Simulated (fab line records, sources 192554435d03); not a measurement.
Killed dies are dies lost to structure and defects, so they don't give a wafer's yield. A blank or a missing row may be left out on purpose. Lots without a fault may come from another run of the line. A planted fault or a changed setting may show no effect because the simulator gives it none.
fab line records | flow n5_finfet | part 1 of 2: steps 1 to 16 of 26
record lots=5 wafers=15 last_day=19
route steps=1938 shown SDB@359 DUMMY_REMOVAL@377
lots that met no fault: from a run of the same line without faults
start_h: hours from the record's first day to the start of the lot's first wafer shown | wait_h: hours since the lot's step before | " the same as in the row above | L1.1+2: a row that stands for several wafers | - no value, or no start given | * or withheld: withheld | < > ~ a bound
route shown NAME@n: a module of which the file shows steps, and the number in the route of the first | usual: mean/standard deviation of fault-free wafers | same: alike in all rows | chamber/n: place in a boat | sites: the reading at each site | _std_site: their standard deviation | _edge_site: outer sites' mean less inner sites' | radius_mm: how far each site lies from the wafer's centre | mask NAME#n: copy n | behind: the tool/chamber that last shaped the wafer | hold: why the lot was held/for how many hours/how that ended | device: the transistor (n, p or np) that didn't switch | end of line: the same wafers' tests at the end of the route | a step without rows: its recipe alone | killed: dies lost to structure and defects at the first sort, not the wafer's yield | map: a wafer's dies, x killed, . not, _ none there
set.NAME: the setting as run; set.NAME@STEP: as run at that earlier step | model.NAME: the simulator's own value behind a step, which no gauge read
lots at some steps of the route; a table a step, a row a wafer
services: from which hour (start_h, from the record's first day; less than 0 if before it) a tool's chamber was out of use, for how many hours, and why
## steps
# step N5_SDB_DESCUM_16
# recipe chemistry=O2 time_s=7.9 source_power_w=50 bias_power_w=20 pressure_mtorr=20 rf_frequency_hz=2.712e+07 temp_c=40 resist=CAR-ArF o2_flow_sccm=225
# usual chamber_pressure_mTorr=19.998/0.018 drypump_motor_current_A=5.7/0.45 oes_product_au=0.77/0.055 rf_vpp_V=243.0/1.4 showerhead_plenum_p_Torr=2.09/0.07 throttle_valve_pct=20.52/0.18
# columns lot.wafer tool chamber start_h wait_h chamber_pressure_mTorr drypump_motor_current_A oes_product_au rf_hours_counter_h rf_vpp_V showerhead_plenum_p_Torr throttle_valve_pct
L081.1 rie_diel-01 3 108.11 0.0 20.016 5.1 0.71 208 244.0 2.16 20.36
L081.5 " 1 " " 20.006 5.9 0.76 - 240.5 2.02 20.42
L081.6 " 2 " " 19.998 6.0 0.74 - 244.8 2.06 20.63
L084.1 rie_diel-01 2 133.96 0.3 19.989 6.0 0.73 206 242.4 2.06 20.64
L084.2 " 0 " " 19.980 5.5 0.82 75 242.7 2.03 20.61
L084.6 " 0 " " 19.994 5.5 0.81 - 242.0 2.03 20.60
L091.1 rie_diel-04 2 167.21 0.1 19.986 6.0 0.69 231 243.9 2.15 20.65
L091.2 " 1 " " 20.003 5.7 0.80 116 243.0 2.03 20.31
L091.6 " 2 " " 19.996 6.0 0.70 - 242.7 2.15 20.65
L094.1 rie_diel-01 2 186.88 0.0 20.006 6.1 0.72 226 241.5 2.05 20.68
L094.2 " 0 " " 19.997 5.5 0.80 96 243.6 2.03 20.63
L094.5 " 3 " " 20.044 5.1 0.70 - 244.5 2.15 20.41
L095.1 rie_diel-04 2 193.27 0.1 19.971 6.0 0.68 240 243.4 2.14 20.65
L095.4 " 1 " " 19.965 5.7 0.79 126 243.6 2.02 20.34
L095.6 " 1 " " 20.038 5.7 0.79 - 242.3 2.02 20.35
# step N5_SDB_ETCH_17
# recipe chemistry=CF4 target=SiARC target_depth_a=234 mask_material=CAR-ArF time_s=39 ion_energy_ev=80 pressure_mtorr=40 source_w=545 bias_w=36 Ar_flow_sccm=100 cf4_flow_sccm=100 ends=cleared
# usual cf4_flow_sccm=100.0/0.3 chamber_pressure_mTorr=39.99/0.036 drypump_motor_current_A=5.7/0.44 etch_rf_on_time_s=39.0/0.47 oes_product_au=0.65/0.045 rf_vpp_V=184.0/1.3 showerhead_plenum_p_Torr=2.13/0.069 throttle_valve_pct=15.70/0.2
# columns lot.wafer tool chamber start_h wait_h cf4_flow_sccm chamber_pressure_mTorr drypump_motor_current_A etch_rf_on_time_s oes_product_au rf_hours_counter_h rf_vpp_V showerhead_plenum_p_Torr throttle_valve_pct
L081.1 rie_diel-01 3 108.15 0.0 99.8 40.00 5.2 38.8 0.61 208 184.0 2.21 15.61
L081.5 " 1 " " 99.6 40.00 5.9 39.0 0.65 - 182.9 2.06 15.55
L081.6 " 2 " " 100.0 40.05 6.0 39.2 0.63 - 185.7 2.13 15.95
L084.1 rie_diel-01 2 133.99 0.0 99.8 39.97 6.0 39.4 0.62 206 183.9 2.13 15.97
L084.2 " 0 " " 100.0 39.94 5.6 38.8 0.69 75 183.7 2.08 15.69
L084.6 " 0 " " 99.6 39.99 5.5 39.0 0.69 - 184.5 2.08 15.71
L091.1 rie_diel-04 2 167.25 0.0 99.8 40.06 6.0 39.2 0.60 231 187.5 2.19 15.86
L091.2 " 1 " " 100.3 40.03 5.7 38.3 0.68 117 185.7 2.08 15.51
L091.6 " 2 " " 99.7 39.94 6.0 39.7 0.59 - 186.0 2.19 15.87
L094.1 rie_diel-01 2 186.92 0.0 100.7 40.04 6.0 39.0 0.61 226 183.4 2.12 15.97
L094.2 " 0 " " 100.1 40.05 5.5 38.6 0.68 96 182.8 2.08 15.75
L094.5 " 3 " " 100.3 40.00 5.1 38.7 0.59 - 183.1 2.20 15.68
L095.1 rie_diel-04 2 193.30 0.0 100.0 40.04 6.0 39.9 0.58 240 185.5 2.19 15.90
L095.4 " 1 " " 99.2 40.00 5.7 38.6 0.68 126 183.5 2.07 15.53
L095.6 " 1 " " 99.7 39.95 5.6 38.2 0.67 - 183.7 2.07 15.53
# step N5_SDB_ETCH_18
# recipe chemistry=N2/H2 target=SOC target_depth_a=1000 overetch_a=200 mask_material=SiARC temp_c=40 time_s=150 ion_energy_ev=200 pressure_mtorr=30 source_w=840 bias_w=150 n2_flow_sccm=200 h2_flow_sccm=200
# usual chamber_pressure_mTorr=29.998/0.027 drypump_motor_current_A=5.7/0.44 oes_product_au=0.68/0.047 rf_vpp_V=523.6/2.7 showerhead_plenum_p_Torr=2.53/0.085 throttle_valve_pct=17.91/0.22
# columns lot.wafer tool chamber start_h wait_h chamber_pressure_mTorr drypump_motor_current_A oes_product_au rf_hours_counter_h rf_vpp_V showerhead_plenum_p_Torr throttle_valve_pct
L081.1 rie_diel-01 3 108.18 0.0 29.986 5.1 0.64 208 527.5 2.62 17.73
L081.5 " 1 " " 30.020 5.9 0.67 - 519.9 2.44 17.78
L081.6 " 2 " " 29.969 6.0 0.66 - 524.7 2.53 18.10
L084.1 rie_diel-01 2 134.03 0.0 29.946 6.0 0.65 206 524.1 2.52 18.11
L084.2 " 0 " " 29.986 5.5 0.72 75 521.1 2.46 18.02
L084.6 " 0 " " 30.012 5.5 0.72 - 522.6 2.46 18.05
L091.1 rie_diel-04 2 167.28 0.0 30.016 6.0 0.62 231 526.2 2.61 18.08
L091.2 " 1 " " 30.000 5.7 0.71 117 521.0 2.46 17.65
L091.6 " 2 " " 29.995 6.0 0.63 - 525.1 2.61 18.09
L094.1 rie_diel-01 2 186.96 0.0 29.979 6.0 0.64 226 523.0 2.51 18.17
L094.2 " 0 " " 29.992 5.5 0.70 96 520.9 2.45 18.07
L094.5 " 3 " " 29.989 5.1 0.62 - 527.3 2.60 17.78
L095.1 rie_diel-04 2 193.34 0.0 30.004 6.0 0.62 240 524.9 2.61 18.10
L095.4 " 1 " " 29.986 5.6 0.71 126 520.8 2.46 17.68
L095.6 " 1 " " 30.015 5.7 0.70 - 521.3 2.46 17.66
# step N5_SDB_STRIP_19
# recipe chemistry=N2/H2 temp_c=40 n2_flow_sccm=200 h2_flow_sccm=200 rf_frequency_hz=6e+07
# columns lot.wafer tool chamber start_h wait_h
L081.1+5+6 rie_diel-01 3,1,2 108.31 0.1
L084.1+2+6 rie_diel-01 2,0,0 134.16 0.1
L091.1+2+6 rie_diel-04 2,1,2 167.41 0.1
L094.1+2+5 rie_diel-01 2,0,3 187.08 0.1
L095.1+4+6 rie_diel-04 2,1,1 193.47 0.1
# step N5_SDB_STRIP_21
# recipe chemistry=CF4 resist=SiARC power_w=300 bias_power_w=75 pressure_mtorr=50 cf4_flow_sccm=150 rf_frequency_hz=6e+07
# usual cf4_flow_sccm=150.0/0.45 chamber_pressure_mTorr=50.00/0.046 drypump_motor_current_A=5.7/0.44 oes_product_au=0.76/0.051 rf_vpp_V=271.1/1.5 showerhead_plenum_p_Torr=1.79/0.057 throttle_valve_pct=13.68/0.21
# columns lot.wafer tool chamber start_h wait_h cf4_flow_sccm chamber_pressure_mTorr drypump_motor_current_A oes_product_au rf_hours_counter_h rf_vpp_V showerhead_plenum_p_Torr throttle_valve_pct
L081.1 rie_diel-01 3 108.32 0.0 149.4 49.92 5.1 0.71 208 272.2 1.86 13.64
L081.5 " 1 " " 150.0 50.01 5.9 0.75 - 270.0 1.72 13.54
L081.6 " 2 " " 150.0 50.01 6.0 0.73 - 272.0 1.79 13.93
L084.1 rie_diel-01 2 134.17 0.0 150.5 49.95 6.0 0.73 206 269.9 1.79 13.94
L084.2 " 0 " " 149.5 50.05 5.5 0.80 75 271.6 1.75 13.63
L084.6 " 0 " " 149.8 49.93 5.5 0.80 - 270.3 1.75 13.63
L091.1 rie_diel-04 2 167.42 0.0 149.1 50.02 6.0 0.69 231 274.2 1.84 13.87
L091.2 " 1 " " 149.1 49.96 5.7 0.79 117 270.5 1.73 13.47
L091.6 " 2 " " 150.0 50.03 6.0 0.69 - 272.7 1.84 13.86
L094.1 rie_diel-01 2 187.09 0.0 149.3 50.02 6.0 0.71 227 269.8 1.78 13.98
L094.2 " 0 " " 149.6 49.94 5.5 0.78 96 269.0 1.74 13.69
L094.5 " 3 " " 151.3 50.00 5.1 0.69 - 272.3 1.85 13.70
L095.1 rie_diel-04 2 193.48 0.0 150.5 49.95 6.0 0.69 240 271.9 1.83 13.91
L095.4 " 1 " " 149.2 49.94 5.7 0.78 126 270.4 1.73 13.47
L095.6 " 1 " " 149.5 49.99 5.7 0.78 - 268.3 1.73 13.51
# step N5_SDB_HM_OPEN_20
# recipe chemistry=CH3F/O2 target=SiNx mask_material=SOC target_depth_a=240 stop_on=poly-Si over_etch_frac=0.4 ion_energy_ev=120 pressure_mtorr=30 source_w=395 bias_w=73 Ar_flow_sccm=150 CH3F_flow_sccm=30 O2_flow_sccm=20
# usual chamber_pressure_mTorr=29.999/0.024 drypump_motor_current_A=5.7/0.45 oes_ar_750_au=0.76/0.052 oes_product_au=0.63/0.044 rf_vpp_V=296/3.4 showerhead_plenum_p_Torr=1.99/0.067 throttle_valve_pct=16.43/0.19
# columns lot.wafer tool chamber start_h wait_h chamber_pressure_mTorr drypump_motor_current_A oes_ar_750_au oes_product_au rf_hours_counter_h rf_vpp_V showerhead_plenum_p_Torr throttle_valve_pct
L081.1 rie_diel-01 3 108.34 0.0 29.969 5.1 0.73 0.58 208 297 2.06 16.30
L081.5 " 1 " " 29.988 5.9 0.75 0.62 - 296 1.92 16.28
L081.6 " 2 " " 29.996 6.0 0.74 0.61 - 291 1.98 16.63
L084.1 rie_diel-01 2 134.19 0.0 30.004 6.0 0.74 0.59 206 291 1.98 16.64
L084.2 " 0 " " 30.011 5.5 0.80 0.65 75 298 1.94 16.43
L084.6 " 0 " " 30.011 5.5 0.81 0.66 - 298 1.94 16.44
L091.1 rie_diel-04 2 167.44 0.0 29.974 6.0 0.69 0.57 231 293 2.05 16.58
L091.2 " 1 " " 30.005 5.6 0.81 0.65 117 291 1.94 16.28
L091.6 " 2 " " 30.039 6.0 0.69 0.58 - 293 2.05 16.58
L094.1 rie_diel-01 2 187.11 0.0 29.984 6.0 0.72 0.59 227 291 1.97 16.68
L094.2 " 0 " " 29.981 5.5 0.78 0.64 96 299 1.93 16.45
L094.5 " 3 " " 30.025 5.1 0.69 0.57 - 297 2.05 16.37
L095.1 rie_diel-04 2 193.50 0.0 29.997 6.0 0.69 0.56 240 293 2.05 16.60
L095.4 " 1 " " 29.982 5.6 0.80 0.65 126 290 1.94 16.30
L095.6 " 1 " " 30.043 5.6 0.80 0.64 - 291 1.94 16.29
# step N5_SDB_STRIP_22
# recipe chemistry=N2/H2 power_w=1000 temp_c=250 h2_frac=0.65 overash_fraction=0.3 pressure_mtorr=withheld n2_flow_sccm=1750 h2_flow_sccm=3250
# usual drypump_motor_current_A=5.8/0.51 heater_power_w=309/18 oes_product_au=0.715/0.0048 strip_time_to_endpoint_s=96.3/0.3
# columns lot.wafer tool chamber start_h wait_h drypump_motor_current_A heater_power_w oes_product_au rf_hours_counter_h strip_time_to_endpoint_s
L081.1 plasma_asher-01 1 108.42 0.1 6.4 301 0.718 88 96.1
L081.5 " 0 " " 5.9 293 0.717 - 96.1
L081.6 " 1 " " 6.4 306 0.715 - 96.4
L084.1 plasma_asher-01 1 134.27 0.1 6.4 296 0.707 92 96.0
L084.2 " 0 " " 5.9 276 0.723 92 95.4
L084.6 " 1 " " 6.4 299 0.708 - 95.6
L091.1 plasma_asher-02 1 167.52 0.1 5.0 326 0.722 58 96.2
L091.2 " 0 " " 6.1 323 0.708 58 95.7
L091.6 " 0 " " 6.1 314 0.717 - 96.3
L094.1 plasma_asher-02 0 187.19 0.1 6.1 327 0.707 62 96.4
L094.2 " 1 " " 5.0 332 0.718 62 96.1
L094.5 " 0 " " 6.1 319 0.716 - 96.2
L095.1 plasma_asher-02 1 193.58 0.1 5.0 330 0.708 64 96.8
L095.4 " 1 " " 5.0 328 0.715 - 96.7
L095.6 " 0 " " 6.1 323 0.722 - 96.7
# step N5_SDB_PRECLEAN_23
# recipe chemistry=dHF time_s=30 temp_c=25 dilution=withheld
# columns lot.wafer tool chamber start_h wait_h
L081.1+5+6 wet_bench-05 0,3,7 108.57 0.1
L084.1+2+6 wet_bench-05 4,3,2 134.41 0.1
L091.1+2+6 wet_bench-03 0,4,6 167.67 0.1
L094.1+2+5 wet_bench-04 2,1,4 187.43 0.2
L095.1+4+6 wet_bench-05 2,7,3 193.72 0.1
# step N5_SDB_DUMMY_REMOVE_24
# recipe chemistry=TMAH temp_c=70 target=poly-Si stop_on=SiO2 target_depth_nm=142 conc_wt_pct=5 time_s=57 dry=ipa_marangoni rinse_time_s=30 rinse_temp_c=23
# same rinse_time_s=30
# columns lot.wafer tool chamber start_h wait_h
L081.1+5+6 wet_bench-05 0,3,7 108.58 0.0
L084.1+2+6 wet_bench-05 4,3,2 134.42 0.0
L091.1+2+6 wet_bench-03 0,4,6 167.68 0.0
L094.1+2+5 wet_bench-04 2,1,4 187.44 0.0
L095.1+4+6 wet_bench-05 2,7,3 193.74 0.0
# step N5_SDB_ETCH_25
# recipe chemistry=C4F6/O2 target=SiO2 target_depth_a=100 time_s=3.3 ion_energy_ev=250 mask_material=SiNx pressure_mtorr=30 source_w=345 bias_w=185 Ar_flow_sccm=300 C4F6_flow_sccm=10 O2_flow_sccm=10
# usual chamber_pressure_mTorr=30.001/0.028 drypump_motor_current_A=5.7/0.47 oes_ar_750_au=0.76/0.056 oes_product_au=0.76/0.059 rf_vpp_V=664/7.4 showerhead_plenum_p_Torr=2.85/0.094 throttle_valve_pct=21.27/0.21
# columns lot.wafer tool chamber start_h wait_h chamber_pressure_mTorr drypump_motor_current_A oes_ar_750_au oes_product_au rf_hours_counter_h rf_vpp_V showerhead_plenum_p_Torr throttle_valve_pct
L081.1 rie_diel-05 1 109.03 0.4 29.958 5.0 0.89 0.89 34 664 2.90 21.17
L081.5 " 2 " " 29.981 6.1 0.75 0.73 - 671 2.94 21.37
L081.6 " 1 " " 29.990 5.0 0.88 0.90 - 663 2.90 21.19
L084.1 rie_diel-04 3 134.48 0.0 29.986 6.7 0.88 0.88 51 668 3.02 21.03
L084.2 " 0 " " 30.022 5.8 0.78 0.79 102 661 2.75 20.92
L084.6 " 0 " " 30.016 5.8 0.78 0.78 - 664 2.75 20.94
L091.1 rie_diel-04 0 167.84 0.1 30.012 5.8 0.77 0.77 117 664 2.74 20.94
L091.2 " 1 " " 29.985 5.7 0.81 0.80 117 651 2.77 21.11
L091.6 " 1 " " 30.078 5.7 0.81 0.80 - 650 2.77 21.12
L094.1 rie_diel-01 0 187.50 0.0 30.001 5.6 0.78 0.79 96 669 2.76 21.37
L094.2 " 2 " " 30.020 6.0 0.72 0.72 227 648 2.81 21.48
L094.5 " 2 " " 30.008 6.0 0.72 0.71 - 652 2.81 21.46
L095.1 rie_diel-04 2 193.81 0.0 29.979 6.0 0.69 0.68 240 657 2.91 21.35
L095.4 " 0 " " 30.036 5.8 0.76 0.76 127 661 2.74 20.97
L095.6 " 3 " " 29.973 6.7 0.85 0.85 - 667 3.01 21.06
# step N5_SDB_CUT_ETCH_26
# recipe chemistry=HBr/Cl2/O2 target=Si target_depth_a=1296 bt_time_s=20 mask_material=SiNx time_s=51.8 ion_energy_ev=* bias_w=* pressure_mtorr=10 icp_w=800 HBr_flow_sccm=150 Cl2_flow_sccm=80 O2_flow_sccm=12
# usual chamber_pressure_mTorr=10.000/0.0093 drypump_motor_current_A=5.8/0.42 oes_product_au=1.002/0.016 throttle_valve_pct=37.2/0.31
# columns lot.wafer tool chamber start_h wait_h chamber_pressure_mTorr drypump_motor_current_A oes_product_au rf_hours_counter_h throttle_valve_pct
L081.1 rie_si-06 3 109.12 0.1 10.003 6.4 1.017 99 37.3
L081.5 " 0 " " 9.987 5.6 1.001 - 36.7
L081.6 " 3 " " 9.999 6.4 1.030 - 37.3
L084.1 rie_si-01 0 134.57 0.1 9.987 5.4 0.996 122 37.2
L084.2 " 2 " " 10.010 5.9 1.020 196 37.2
L084.6 " 2 " " 9.994 5.9 1.010 - 37.2
L091.1 rie_si-05 1 167.92 0.1 9.996 5.6 1.020 8 37.4
L091.2 " 2 " " 9.997 6.4 1.013 20 36.7
L091.6 " 1 " " 9.987 5.6 1.016 - 37.4
L094.1 rie_si-06 2 187.58 0.1 10.011 5.6 0.975 90 36.9
L094.2 " 0 " " 10.004 5.6 0.990 113 36.7
L094.5 " 0 " " 10.006 5.6 0.995 - 36.7
L095.1 rie_si-05 0 193.90 0.1 9.994 6.1 1.000 24 37.5
L095.4 " 1 " " 9.996 5.6 1.019 9 37.4
L095.6 " 1 " " 9.996 5.6 1.022 - 37.4
# step N5_SDB_PRECLEAN_38
# recipe chemistry=dHF time_s=10 dilution=750:1 temp_c=25
# columns lot.wafer tool chamber start_h wait_h
L081.1+5+6 wet_bench-05 4,6,0 109.24 0.1
L084.1+2+6 wet_bench-04 6,3,0 134.69 0.1
L091.1+2+6 wet_bench-05 1,6,3 168.04 0.1
L094.1+2+5 wet_bench-03 0,5,3 187.70 0.1
L095.1+4+6 wet_bench-05 7,4,2 194.01 0.1
# step N5_SDB_PRECLEAN_39
# recipe chemistry=O3/DIW time_s=45 temp_c=22 o3_ppm=10
# columns lot.wafer tool chamber start_h wait_h
L081.1+5+6 wet_bench-05 4,6,0 109.24 0.0
L084.1+2+6 wet_bench-04 6,3,0 134.69 0.0
L091.1+2+6 wet_bench-05 1,6,3 168.05 0.0
L094.1+2+5 wet_bench-03 0,5,3 187.71 0.0
L095.1+4+6 wet_bench-05 7,4,2 194.02 0.0
# step N5_SDB_SRD_28
# recipe dry=ipa_marangoni time_s=30 temp_c=23 rinse_liquid=diw
# columns lot.wafer tool chamber start_h wait_h
L081.1+5+6 wet_bench-05 4,6,0 109.25 0.0
L084.1+2+6 wet_bench-04 6,3,0 134.70 0.0
L091.1+2+6 wet_bench-05 1,6,3 168.06 0.0
L094.1+2+5 wet_bench-03 0,5,3 187.72 0.0
L095.1+4+6 wet_bench-05 7,4,2 194.03 0.0
# step N5_SDB_ALD_29
# recipe material=SiNx target_thk_a=300 temp_c=400 ald_precursor_family=SiH2I2 ald_co_reactant=N2/H2-plasma pulse_time_s=1 ald_cycles=600 purge_time_s=2 co_reactant_purge_time_s=2 pressure_torr=2
# usual heater_power_w=866/81 precursor_pulse_height_rel=0.997/0.022
# columns lot.wafer tool chamber start_h wait_h heater_power_w precursor_pulse_height_rel
L081.1 ald_sin-01 1 109.30 0.0 911 1.013
L081.5 " 3 110.65 1.4 795 1.008
L081.6 " 2 " " 934 0.991
L084.1 ald_sin-01 2 134.75 0.0 928 1.010
L084.2 " 3 " " 817 1.006
L084.6 " 2 136.11 1.4 930 0.986
L091.1 ald_sin-04 3 168.11 0.0 783 0.981
L091.2 " 2 " " 767 1.008
L091.6 " 3 169.46 1.4 796 0.996
L094.1 ald_sin-04 3 187.94 0.2 782 1.009
L094.2 " 0 " " 759 0.974
L094.5 " 0 189.30 1.6 807 0.994
L095.1 ald_sin-01 2 194.08 0.0 907 1.016
L095.4 " 3 " " 761 1.004
L095.6 " 1 195.43 1.4 850 0.990
# step N5_SDB_CMP_30
# recipe stop_on=poly-Si t_overpolish_s=1.54 post_cmp_clean=alkaline_brush down_force_psi=4.1491 platen_rpm=51.796 pad_velocity_m_s=1.0306 target_thk_nm=30
# usual motor_current_A=12.8/1.1 overpolish_run_s=1.541/0.0089 time_to_endpoint_s=17.6/2.1
# columns lot.wafer tool chamber start_h wait_h motor_current_A overpolish_run_s time_to_endpoint_s
L081.1 cmp-01 2 112.07 1.4 11.5 1.548 13.2
L081.5 " 1 " " 12.8 1.540 14.7
L081.6 " 2 " " 12.0 1.537 15.7
L084.1 cmp-03 3 137.53 1.4 13.0 1.531 18.2
L084.2 " 1 " " 13.4 1.550 19.1
L084.6 " 3 " " 12.4 1.535 20.3
L091.1 cmp-01 1 170.88 1.4 13.3 1.535 15.7
L091.2 " 2 " " 11.5 1.537 17.1
L091.6 " 1 " " 13.7 1.538 17.5
L094.2 cmp-03 3 190.68 1.4 13.3 1.543 20.6
L094.1 " 1 " " 13.8 1.540 21.4
L094.5 " 3 " " 13.1 1.538 20.6
L095.1 cmp-02 0 196.85 1.4 11.9 1.551 19.6
L095.4 " 2 " " 13.5 1.539 20.1
L095.6 " 0 " " 13.2 1.551 20.6
